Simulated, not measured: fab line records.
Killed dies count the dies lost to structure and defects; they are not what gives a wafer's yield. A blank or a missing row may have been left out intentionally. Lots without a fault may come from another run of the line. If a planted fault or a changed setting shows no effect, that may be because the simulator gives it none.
A lot that was struck, set against a sound lot / flow n5Finfet / 17 out of 1938 route steps
Sound: these wafers, L986.1, L986.2, L986.5. Struck: wafers L984.3, L984.5, L984.6. The cause is given at the end.
Per side, at each step with rows, come the tool, then ch with its chambers, and then its first start. Under that, the readings that differ: sound wafers / struck wafers / difference of the means / sigmas: that difference in standard deviations of wafers without a fault.
alike: readings whose means differ by less than 2 such deviations, and words and numbers that are the same on both sides. not compared: withheld readings, readings that some wafer has no value for, bounds like >300 that may hide the same value, and numbers for which the record gives no deviation and whose values overlap.
Wherever a step has rows on one side only, a row that says differs or no value, or a row with sigmas, the two part there. Numbers that have no deviation but don't overlap get no sigmas and don't part them. A reading missing from all wafers of one side parts the sides only when that side holds two or more wafers.

first, 2 steps without rows for these wafers: N5_BEOL_M3_PEB_09 (peb time 60 s); N5_BEOL_M3_DEVELOP_10 (develop time 30 s).
N5_BEOL_M3_CD_MEAS_11: the cd target is 17.05 nm.
  sound on cdSem-01 ch 0, day 12 14:33; struck on cdSem-01 ch 0, day 11 21:53
  alike: cdNm
N5_BEOL_M3_OVL_MEAS_12:
  sound on overlay-02 ch 0, day 12 14:35; struck on overlay-01 ch 0, day 11 21:55
  alike: M3_OVL
N5_BEOL_M3_INSPECT_13: inspects for defects (brightfield).
  struck on defectInspect-02, day 11 21:58; sound on defectInspect-02, day 12 14:38
reading=rawDefectCount; sound=339 258 377; struck=407 608 645; difference=+229; sigmas=+2
N5_BEOL_M3_DESCUM_16: chemistry O2, time 7 s.
  sound on rieDiel-03 ch 1,2,3, day 12 14:41; struck on rieDiel-03 ch 0,1, day 11 22:14
  alike: drypumpMotorCurrentA, oesProductAu, rfVppV, showerheadPlenumPTorr, throttleValvePct
  not compared: rfHoursCounterH
then, 1 step without rows for these wafers: N5_BEOL_M3_ETCH_74 (etches underlayer in N2/H2, target depth 6.5 nm, time 5.2 s).
N5_BEOL_M3_ETCH_63: etches SiARC in CF4, target depth 15.6 nm, time 26 s.
  sound on rieDiel-03 ch 1,2,3, day 12 14:44; struck on rieDiel-03 ch 0,1, day 11 22:17
  alike: drypumpMotorCurrentA, etchRfOnTimeS, oesProductAu, rfVppV, showerheadPlenumPTorr, throttleValvePct
  not compared: rfHoursCounterH
N5_BEOL_M3_ETCH_64: etches SOC in N2/H2, target depth 75 nm, overetch 15 nm, time 112.5 s.
  sound on rieDiel-03 ch 1,2,3, day 12 14:46; struck on rieDiel-03 ch 0,1, day 11 22:19
  alike: drypumpMotorCurrentA, h2FlowSccm, oesProductAu, rfVppV, showerheadPlenumPTorr, throttleValvePct
  not compared: rfHoursCounterH
then, 2 steps without rows for these wafers: N5_BEOL_M3_STRIP_65 (strips in N2/H2); N5_BEOL_M3_STRIP_75 (strips in N2/H2).
N5_BEOL_M3_STRIP_66: strips in CF4.
  sound on rieDiel-03 ch 1,2,3, day 12 14:54; struck on rieDiel-03 ch 0,1, day 11 22:26
  alike: drypumpMotorCurrentA, oesProductAu, rfVppV, showerheadPlenumPTorr, throttleValvePct
  not compared: rfHoursCounterH
N5_BEOL_M3_HM_OPEN_17: chemistry Cl2/BCl3, target TiN, target depth 20 nm, overetch 6 nm.
  sound on rieMetal-01 ch 0,1, day 12 14:56; struck on rieMetal-03 ch 0,1, day 11 22:30
  no value came back on the struck wafers for any of 5 readings (bcl3FlowSccm (sccm), biasW (W) and others); on the sound wafers bcl3FlowSccm (sccm) reads 21.81 21.79 21.80
reading=model.SOC_of_BEOL_M3_COAT_61.thkNm (nm); sound=52.2 51.8 52; struck=59.8 59.8 60.2; difference=+7.9; sigmas=
  not compared: rfHoursCounterH
N5_BEOL_M3_STRIP_19: strips in O2.
  sound on rieDiel-03 ch 1,3, day 12 15:03; struck on rieDiel-06 ch 1,2, day 11 22:35
reading=showerheadPlenumPTorr (Torr); sound=2.02 2.02 2.02; struck=2.16 2.14 2.16; difference=+0.13; sigmas=+2
  alike: drypumpMotorCurrentA, oesProductAu, rfVppV, throttleValvePct
  not compared: rfHoursCounterH
N5_BEOL_M3_CD_MEAS_18: pitch 36 nm, target cd 18 nm.
  struck on cdSem-01, day 11 22:40; sound on cdSem-01, day 12 15:07
reading=cdNm (nm); sound=17.99 17.53 17.59; struck=- - -; difference=no value on the struck wafers; sigmas=
then, 1 step without rows for these wafers: N5_BEOL_M3_COAT_67 (time 60 s, resist thk 60 nm).
N5_BEOL_M4_RC_MEAS_101:
  the record has rows for the sound wafers here (prober-02 ch 0, day 13 08:58) and none for the struck ones

WHERE THEY PART
First at N5_BEOL_M3_INSPECT_13; last, within this record, at N5_BEOL_M4_RC_MEAS_101.

WHY: what the simulator had put in
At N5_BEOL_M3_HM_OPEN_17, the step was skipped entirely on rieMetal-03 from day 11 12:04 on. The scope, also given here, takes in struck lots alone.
